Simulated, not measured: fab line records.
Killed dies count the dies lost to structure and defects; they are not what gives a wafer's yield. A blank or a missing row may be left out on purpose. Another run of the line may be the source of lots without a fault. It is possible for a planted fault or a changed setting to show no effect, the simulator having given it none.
fab line records + flow nand-harc
record
- lots=13
- wafers=39
- last-day=32
route steps=1302 shown P_M2@338 P_BONDPAD@352
lots that met no fault: from a run of the same line without faults
start-h: the number of hours between the record's first day and the start of the first shown wafer of the lot + wait-h: hours from the lot's prior step to this one + " unchanged from the row above + L1.1+2: a row that stands for several wafers + - either no value or no given start + * or withheld: withheld + < > ~ a bound
route shown NAME@n: names a module that has steps shown in the file, with the first one's number in the route + usual: the fault-free wafers' mean and standard deviation + same: alike in all rows + chamber/n: place in a boat + sites: readings site by site + _std_site: the values' standard deviation + _edge_site: inner sites' mean taken away from outer sites' mean + radius-mm: how far each site lies from the wafer's centre + mask NAME#n: copy n + behind: the last tool/chamber to shape the wafer + hold: what put the lot on hold/how long, in hours/how the hold closed + device: the n, p or np transistor that did not switch + end of line: the route-end tests of the same wafers + a step with no rows: only its recipe + killed: not the wafer's yield, but the dies lost to structure and defects at the first sort + map: a wafer's dies, x killed, . not, _ none there
set.NAME: the setting as run; set.NAME@STEP: as run at that earlier step + model.NAME: the simulator's own value behind a step, which no gauge read
a sample of lots followed through the steps of the route, with each step as a table and each wafer as a row
services: a tool's chamber out of use, with start hour (start-h, from the record's first day; less than 0 if before it), hours out, and reason
## steps
# step NHARC_P_M2_DEGAS_29
# recipe
- temp-c=250
- time-s=60
# usual
- heater-power-w=361/32
| lot.wafer | tool           | chamber | start-h | wait-h | heater-power-w |
|-----------|----------------|---------|---------|--------|----------------|
| L588.1    | pvd-sputter-03 | -       | 143.01  | -      | 373            |
| L588.2    | "              | -       | "       | "      | 327            |
| L588.4    | "              | -       | "       | "      | 333            |
| L589.2    | pvd-sputter-01 | -       | 154.48  | -      | 361            |
| L589.1    | "              | -       | "       | "      | 369            |
| L589.6    | "              | -       | "       | "      | 431            |
| L590.2    | pvd-sputter-02 | -       | 158.83  | -      | 353            |
| L590.6    | "              | -       | "       | "      | 347            |
| L590.5    | "              | -       | "       | "      | 373            |
| L592.1    | pvd-sputter-02 | -       | 181.93  | -      | 375            |
| L592.3    | "              | -       | "       | "      | 378            |
| L592.6    | "              | -       | "       | "      | 368            |
| L593.3    | pvd-sputter-01 | -       | 193.78  | -      | 350            |
| L593.2    | "              | -       | "       | "      | 460            |
| L593.5    | "              | -       | "       | "      | 368            |
| L594.3    | pvd-sputter-01 | -       | 207.36  | -      | 450            |
| L594.5    | "              | -       | "       | "      | 361            |
| L594.6    | "              | -       | "       | "      | 435            |
| L595.4    | pvd-sputter-03 | -       | 208.23  | -      | 301            |
| L595.2    | "              | -       | "       | "      | 339            |
| L595.3    | "              | -       | "       | "      | 347            |
| L596.2    | pvd-sputter-02 | -       | 226.85  | -      | 355            |
| L596.5    | "              | -       | "       | "      | 355            |
| L596.6    | "              | -       | "       | "      | 375            |
| L598.1    | pvd-sputter-02 | -       | 242.43  | -      | 358            |
| L598.3    | "              | -       | "       | "      | 372            |
| L598.6    | "              | -       | "       | "      | 377            |
| L599.1    | pvd-sputter-03 | -       | 261.32  | -      | 351            |
| L599.5    | "              | -       | "       | "      | 340            |
| L599.6    | "              | -       | "       | "      | 336            |
| L600.4    | pvd-sputter-01 | -       | 265.22  | -      | 350            |
| L600.3    | "              | -       | "       | "      | 371            |
| L600.6    | "              | -       | "       | "      | 381            |
| L601.3    | pvd-sputter-02 | -       | 275.19  | -      | 371            |
| L601.6    | "              | -       | "       | "      | 369            |
| L601.5    | "              | -       | "       | "      | 358            |
| L608.4    | pvd-sputter-03 | -       | 338.82  | -      | 348            |
| L608.5    | "              | -       | "       | "      | 339            |
| L608.6    | "              | -       | "       | "      | 300            |
# step NHARC_P_M2_ECD_22
# recipe
- target-thk-a=4000
- bath-temp-c=25
- material=Cu
| lot.wafer  | tool      | chamber | start-h | wait-h |
|------------|-----------|---------|---------|--------|
| L588.2+1+4 | ecd-cu-02 | 1,0,1   | 143.37  | -      |
| L589.1+2+6 | ecd-cu-01 | 0,1,1   | 154.84  | -      |
| L590.2+6+5 | ecd-cu-02 | 1,0,1   | 159.24  | -      |
| L592.1+3+6 | ecd-cu-02 | 0,0,1   | 182.32  | -      |
| L593.2+3+5 | ecd-cu-01 | 1,0,1   | 194.19  | -      |
| L594.3+5+6 | ecd-cu-02 | 1,0,1   | 207.87  | -      |
| L595.2+4+3 | ecd-cu-01 | 0,1,0   | 208.64  | -      |
| L596.2+6+5 | ecd-cu-01 | 0,0,1   | 227.22  | -      |
| L598.1+3+6 | ecd-cu-01 | 1,1,0   | 242.84  | -      |
| L599.1+5+6 | ecd-cu-02 | 0,1,0   | 261.73  | -      |
| L600.4+3+6 | ecd-cu-02 | 1,0,0   | 265.68  | -      |
| L601.3+5+6 | ecd-cu-02 | 0,1,0   | 275.69  | -      |
| L608.4+6+5 | ecd-cu-02 | 1,0,1   | 339.31  | -      |
# step NHARC_P_M2_CMP_23
# recipe
- t-overpolish-s=20
- target-thk-nm=144.3
# usual
- motor-current-A=12.0/1
- time-to-endpoint-s=29/3.2
| lot.wafer | tool   | chamber | start-h | wait-h | motor-current-A | time-to-endpoint-s |
|-----------|--------|---------|---------|--------|-----------------|--------------------|
| L588.2    | cmp-02 | 3       | 144.09  | -      | 12.1            | 28                 |
| L588.4    | "      | 0       | "       | "      | 11.0            | 29                 |
| L588.1    | "      | 1       | "       | "      | 10.9            | 28                 |
| L589.1    | cmp-02 | 2       | 155.56  | -      | 13.5            | 28                 |
| L589.2    | "      | 1       | "       | "      | 10.8            | 28                 |
| L589.6    | "      | 2       | "       | "      | 12.6            | 28                 |
| L590.2    | cmp-02 | 3       | 159.97  | -      | 12.4            | 27                 |
| L590.5    | "      | 1       | "       | "      | 11.3            | 26                 |
| L590.6    | "      | 2       | "       | "      | 12.8            | 30                 |
| L592.1    | cmp-02 | 1       | 183.00  | -      | 10.8            | 29                 |
| L592.3    | "      | 2       | "       | "      | 13.1            | 30                 |
| L592.6    | "      | 1       | "       | "      | 10.9            | 28                 |
| L593.3    | cmp-01 | 0       | 194.86  | -      | 13.0            | 27                 |
| L593.2    | "      | 2       | "       | "      | 12.7            | 30                 |
| L593.5    | "      | 1       | "       | "      | 12.7            | 28                 |
| L594.3    | cmp-03 | 1       | 208.50  | -      | 13.0            | 31                 |
| L594.6    | "      | 3       | "       | "      | 12.2            | 32                 |
| L594.5    | "      | 0       | "       | "      | 12.3            | 33                 |
| L595.3    | cmp-02 | 1       | 209.35  | -      | 11.8            | 27                 |
| L595.4    | "      | 2       | "       | "      | 13.4            | 29                 |
| L595.2    | "      | 3       | "       | "      | 12.2            | 29                 |
| L596.2    | cmp-02 | 2       | 228.01  | -      | 13.2            | 31                 |
| L596.6    | "      | 0       | "       | "      | 11.4            | 30                 |
| L596.5    | "      | 1       | "       | "      | 10.7            | 27                 |
| L598.3    | cmp-02 | 2       | 243.55  | -      | 12.7            | 26                 |
| L598.1    | "      | 3       | "       | "      | 11.9            | 23                 |
| L598.6    | "      | 0       | "       | "      | 10.5            | 24                 |
| L599.1    | cmp-01 | 0       | 262.41  | -      | 13.0            | 26                 |
| L599.6    | "      | 0       | "       | "      | 13.7            | 27                 |
| L599.5    | "      | 1       | "       | "      | 13.7            | 26                 |
| L600.3    | cmp-01 | 0       | 266.33  | -      | 14.0            | 25                 |
| L600.4    | "      | 2       | "       | "      | 12.8            | 25                 |
| L600.6    | "      | 3       | "       | "      | 10.7            | 24                 |
| L601.3    | cmp-03 | 0       | 276.32  | -      | 12.3            | 33                 |
| L601.6    | "      | 2       | "       | "      | 10.4            | 33                 |
| L601.5    | "      | 3       | "       | "      | 12.3            | 33                 |
| L608.4    | cmp-02 | 1       | 339.94  | -      | 11.6            | 16                 |
| L608.6    | "      | 3       | "       | "      | 12.1            | 14                 |
| L608.5    | "      | 0       | "       | "      | 11.3            | 15                 |
# step NHARC_P_BONDPAD_CMP_32
# recipe
- target-thk-nm=200
- material=SiCN
# usual
- motor-current-A=12.2/1.1
| lot.wafer | tool   | chamber | start-h | wait-h | motor-current-A |
|-----------|--------|---------|---------|--------|-----------------|
| L588.2    | cmp-03 | 0       | 145.54  | -      | 12.2            |
| L588.1    | "      | 1       | "       | "      | 13.3            |
| L588.4    | "      | 3       | "       | "      | 12.5            |
| L589.1    | cmp-04 | 3       | 157.01  | -      | 10.6            |
| L589.2    | "      | 1       | "       | "      | 12.6            |
| L589.6    | "      | 0       | "       | "      | 11.9            |
| L590.2    | cmp-03 | 3       | 161.40  | -      | 12.7            |
| L590.6    | "      | 1       | "       | "      | 13.3            |
| L590.5    | "      | 2       | "       | "      | 10.7            |
| L592.3    | cmp-03 | 0       | 184.47  | -      | 11.9            |
| L592.1    | "      | 2       | "       | "      | 10.4            |
| L592.6    | "      | 0       | "       | "      | 11.5            |
| L593.3    | cmp-01 | 1       | 196.35  | -      | 12.7            |
| L593.2    | "      | 2       | "       | "      | 13.0            |
| L593.5    | "      | 3       | "       | "      | 11.3            |
| L594.3    | cmp-03 | 0       | 209.91  | -      | 12.4            |
| L594.6    | "      | 0       | "       | "      | 11.6            |
| L594.5    | "      | 1       | "       | "      | 12.3            |
| L595.3    | cmp-03 | 1       | 210.76  | -      | 13.7            |
| L595.2    | "      | 2       | "       | "      | 10.9            |
| L595.4    | "      | 3       | "       | "      | 12.4            |
| L596.2    | cmp-04 | 1       | 229.38  | -      | 12.0            |
| L596.5    | "      | 1       | "       | "      | 12.2            |
| L596.6    | "      | 2       | "       | "      | 14.4            |
| L598.1    | cmp-01 | 0       | 244.97  | -      | 13.3            |
| L598.3    | "      | 1       | "       | "      | 12.8            |
| L598.6    | "      | 0       | "       | "      | 13.5            |
| L599.1    | cmp-04 | 3       | 263.92  | -      | 9.8             |
| L599.5    | "      | 0       | "       | "      | 11.6            |
| L599.6    | "      | 1       | "       | "      | 11.6            |
| L600.3    | cmp-03 | 3       | 267.76  | -      | 12.7            |
| L600.4    | "      | 1       | "       | "      | 12.6            |
| L600.6    | "      | 2       | "       | "      | 10.9            |
| L601.3    | cmp-01 | 1       | 277.80  | -      | 13.0            |
| L601.6    | "      | 3       | "       | "      | 10.8            |
| L601.5    | "      | 0       | "       | "      | 12.8            |
| L608.4    | cmp-04 | 0       | 341.36  | -      | 11.9            |
| L608.6    | "      | 0       | "       | "      | 11.9            |
| L608.5    | "      | 1       | "       | "      | 12.0            |
# step NHARC_P_BONDPAD_THK_MEAS_33
# recipe
- thk-meas-gauge=ellipsometry
# usual
- thk-nm=200.3/1.6
| lot.wafer | tool          | chamber | start-h | wait-h | thk-nm |
|-----------|---------------|---------|---------|--------|--------|
| L588.1    | film-metro-02 | -       | 145.78  | 0.2    | 199.6  |
| L588.2    | "             | -       | "       | "      | 202.7  |
| L588.4    | "             | -       | "       | "      | 203.5  |
| L589.1    | film-metro-01 | -       | 157.27  | 0.2    | 202.7  |
| L589.2    | "             | -       | "       | "      | 198.2  |
| L589.6    | "             | -       | "       | "      | 204.2  |
| L590.2    | film-metro-02 | -       | 161.60  | 0.2    | 201.3  |
| L590.5    | "             | -       | "       | "      | 200.9  |
| L590.6    | "             | -       | "       | "      | 201.9  |
| L592.1    | film-metro-02 | -       | 184.70  | 0.1    | 201.8  |
| L592.3    | "             | -       | "       | "      | 200.7  |
| L592.6    | "             | -       | "       | "      | 201.8  |
| L593.2    | film-metro-02 | -       | 196.55  | 0.2    | 198.5  |
| L593.3    | "             | -       | "       | "      | 199.7  |
| L593.5    | "             | -       | "       | "      | 197.1  |
| L594.3    | film-metro-02 | -       | 210.16  | 0.2    | 201.3  |
| L594.5    | "             | -       | "       | "      | 199.3  |
| L594.6    | "             | -       | "       | "      | 202.0  |
| L595.2    | film-metro-01 | -       | 211.01  | 0.2    | 201.2  |
| L595.3    | "             | -       | "       | "      | 200.9  |
| L595.4    | "             | -       | "       | "      | 201.3  |
| L596.2    | film-metro-01 | -       | 229.64  | 0.2    | 198.1  |
| L596.5    | "             | -       | "       | "      | 200.5  |
| L596.6    | "             | -       | "       | "      | 200.2  |
| L598.1    | film-metro-01 | -       | 245.22  | 0.2    | 200.8  |
| L598.3    | "             | -       | "       | "      | 200.0  |
| L598.6    | "             | -       | "       | "      | 199.0  |
| L599.1    | film-metro-01 | -       | 264.10  | 0.1    | 198.8  |
| L599.5    | "             | -       | "       | "      | 200.4  |
| L599.6    | "             | -       | "       | "      | 195.3  |
| L600.3    | film-metro-01 | -       | 267.99  | 0.2    | 199.6  |
| L600.4    | "             | -       | "       | "      | 203.0  |
| L600.6    | "             | -       | "       | "      | 202.5  |
| L601.3    | film-metro-01 | -       | 278.01  | 0.2    | 199.5  |
| L601.5    | "             | -       | "       | "      | 198.8  |
| L601.6    | "             | -       | "       | "      | 200.0  |
| L608.4    | film-metro-01 | -       | 341.61  | 0.2    | 204.5  |
| L608.5    | "             | -       | "       | "      | 200.3  |
| L608.6    | "             | -       | "       | "      | 201.7  |
## services
| tool           | chamber | start-h | hours | kind   |
|----------------|---------|---------|-------|--------|
| cmp-02         | -       | 134.57  | 4.0   | pm     |
| cmp-02         | -       | 145.19  | 2.3   | repair |
| cmp-01         | -       | 154.47  | 1.5   | repair |
| cmp-03         | -       | 162.03  | 4.0   | pm     |
| cmp-01         | -       | 172.71  | 2.8   | repair |
| ecd-cu-01      | -       | 176.71  | 8.0   | pm     |
| cmp-01         | -       | 185.56  | 4.0   | pm     |
| cmp-03         | -       | 186.13  | 1.3   | repair |
| cmp-01         | -       | 203.85  | 10.9  | repair |
| cmp-02         | -       | 212.43  | 1.5   | repair |
| cmp-02         | -       | 232.71  | 4.0   | pm     |
| cmp-01         | -       | 234.72  | 1.1   | repair |
| pvd-sputter-02 | -       | 239.40  | 1.9   | repair |
| pvd-sputter-02 | -       | 243.30  | 18.0  | repair |
| ecd-cu-02      | -       | 244.00  | 8.0   | pm     |
| cmp-03         | -       | 245.89  | 0.9   | repair |
| cmp-03         | -       | 260.03  | 4.0   | pm     |
| pvd-sputter-02 | -       | 282.00  | 10.0  | pm     |
| cmp-01         | -       | 283.56  | 4.0   | pm     |
| ecd-cu-02      | -       | 291.96  | 0.4   | repair |
| cmp-02         | -       | 321.47  | 3.5   | repair |
| cmp-01         | -       | 325.49  | 1.1   | repair |
| cmp-02         | -       | 330.71  | 4.0   | pm     |
| cmp-03         | -       | 333.67  | 1.9   | repair |
## key
first-sign
- step=NHARC_P_M2_CMP_23
- reading=time-to-endpoint-s
- direction=down
- sigmas=4.4
- usual=*
- struck=*
effect none on later readings
met-at NHARC_P_M2_ECD_22
struck-lots L608
not-acting-at NHARC_P_M2_DEGAS_29,NHARC_P_BONDPAD_CMP_32,NHARC_P_BONDPAD_THK_MEAS_33
onset-between 275.69 339.31
also-fits time
fault
- kind=process-parameter-drift
- tool=ecd-cu-02
- chamber=-
- onset-h=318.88
- steps=NHARC_P_M2_ECD_22
- channel=target-thk-a
- offset=*
- shape=step
- end-h=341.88
- acts-in=*
- stated=*
